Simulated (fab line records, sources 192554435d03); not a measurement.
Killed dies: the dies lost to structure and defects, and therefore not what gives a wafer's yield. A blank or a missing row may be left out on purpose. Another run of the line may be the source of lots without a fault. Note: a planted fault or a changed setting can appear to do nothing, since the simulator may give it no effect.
Lot-split experiment	flow n5Finfet	7 lots, 21 wafers read, on a route of 1938 steps

== THE SPLIT ITSELF ==
At N5_BEOL_M0_SAQP_PECVD_04 (deposits a-Si from SiH4/He, target thk 60 nm, time 60.2 s), the setting timeS was moved away from the recipe's 60.2 s on 7 of the 21 wafers read, by -10.3% to +14.9%. The other wafers ran this setting at the recipe's value.

== SPLIT TO READING: what lies between them in the file, 1 step ==
- N5_BEOL_M0_SAQP_THK_MEAS_05

== THE READING ==
oesProductAu, in a.u., at N5_BEOL_M0_SAQP_MANDREL_ETCH_20 (etches a-Si in HBr/Cl2, stops on SiNx, target depth 60 nm, bt time 10 s, time 30 s). A value of 0.776 a.u. with a standard deviation of 0.016 a.u. is what fault-free wafers of this fab line usually give.

wafer	tool, chamber at the split	timeS as run, s	against the recipe	oesProductAu, a.u.	against lot-mates on the recipe
L079.2	pecvd-04, 0	60.2	recipe	0.766	-
L079.5	pecvd-04, 2	69.19	+14.9%	0.871	+0.105
L079.6	pecvd-04, 0	69.19	+14.9%	0.837	+0.071
L080.1	pecvd-02, 0	60.2	recipe	0.798	-
L080.5	pecvd-02, 2	60.2	recipe	0.794	-
L080.6	pecvd-02, 0	54	-10.3%	0.764	-0.032
L083.1	pecvd-03, 2	55	-8.6%	0.736	-0.056
L083.2	pecvd-03, 1	60.2	recipe	0.792	-
L083.4	pecvd-03, 2	55	-8.6%	0.735	-0.057
L088.2	pecvd-03, 0	60.2	recipe	0.763	-
L088.3	pecvd-03, 2	60.2	recipe	0.770	-
L088.5	pecvd-03, 0	60.2	recipe	0.779	-
L092.2	pecvd-04, 1	60.2	recipe	0.743	-
L092.5	pecvd-04, 2	60.2	recipe	0.798	-
L092.6	pecvd-04, 0	60.2	recipe	0.760	-
L095.1	pecvd-04, 2	60.2	recipe	0.799	-
L095.3	pecvd-04, 1	60.2	recipe	0.777	-
L095.6	pecvd-04, 1	60.2	recipe	0.798	-
L097.2	pecvd-02, 2	60.2	recipe	0.765	-
L097.3	pecvd-02, 1	65.72	+9.2%	0.839	+0.074
L097.6	pecvd-02, 0	65.72	+9.2%	0.815	+0.050

THE FIT
A straight line over all 21 wafers: oesProductAu changes by +0.00458 a.u. for each +1% of timeS; r = +0.86; the points scatter about the line by 0.018 a.u.
The same after taking each lot's own level away (the mean of its wafers on the recipe; 21 wafers): +0.00579 a.u. for each +1%; r = +0.94; scatter 0.014 a.u.
On that fit, the largest move of timeS shifts the reading by 0.086 a.u.
The span of the lots' own levels, 0.7650 to 0.7960 a.u., comes to 1.9 times the standard deviation stated above.
So the lot-to-lot level changes the slope: the two fits differ.
Check: with one of the wafers moved furthest among these (+14.9%) left out of the fit, the line predicts +0.0818 a.u. for it against its lot-mates. Against them it came out at +0.105 a.u.

== OTHER SPLITS APPLIED TO THESE WAFERS ==
Note: prior to the reading, these wafers also went through further splits. Each is held against what the fit with the lots' levels taken away leaves over:
other split on the same wafers	wafers away from the commonest value	r with oesProductAu (lot level and that fit taken away)
N5_HKMG_FIN_HK_ALD_01 aldCycles	6	+0.06
N5_HKMG_FIN_ETCH_35 biasW	9	-0.06
N5_MOL_CONTACT_COAG_CONTACT_ETCH_14 sourceW	7	+0.08
N5_BEOL_M0_SAQP_PECVD_96 timeS	5	-0.11

== THE WHOLE CHAIN: every reading that the file lists as answering this split, in the file's order ==
step	what it does	reading	change (the file's fit)	r (the file's)
N5_BEOL_M0_SAQP_PECVD_04	deposits a-Si from SiH4/He, target thk 60 nm, time 60.2 s	a-Si_of_BEOL_M0_SAQP_PECVD_04.thkNm (the simulator's own value, which no gauge read)	+0.67 nm for each +1% of the setting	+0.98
N5_BEOL_M0_SAQP_THK_MEAS_05		thkNm	withheld for each +1% of the setting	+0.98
N5_BEOL_M0_SAQP_MANDREL_ETCH_20	etches a-Si in HBr/Cl2, stops on SiNx, target depth 60 nm, bt time 10 s, time 30 s	oesProductAu	+0.00555 a.u. for each +1% of the setting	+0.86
N5_BEOL_M0_SAQP_MANDREL_ETCH_20	etches a-Si in HBr/Cl2, stops on SiNx, target depth 60 nm, bt time 10 s, time 30 s	etch.depthNm (the simulator's own value, which no gauge read)	+0.673 nm for each +1% of the setting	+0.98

== THE FILE'S OWN FIT ==
oesProductAu changes by +0.00555 a.u. for each +1% of timeS, r = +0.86.
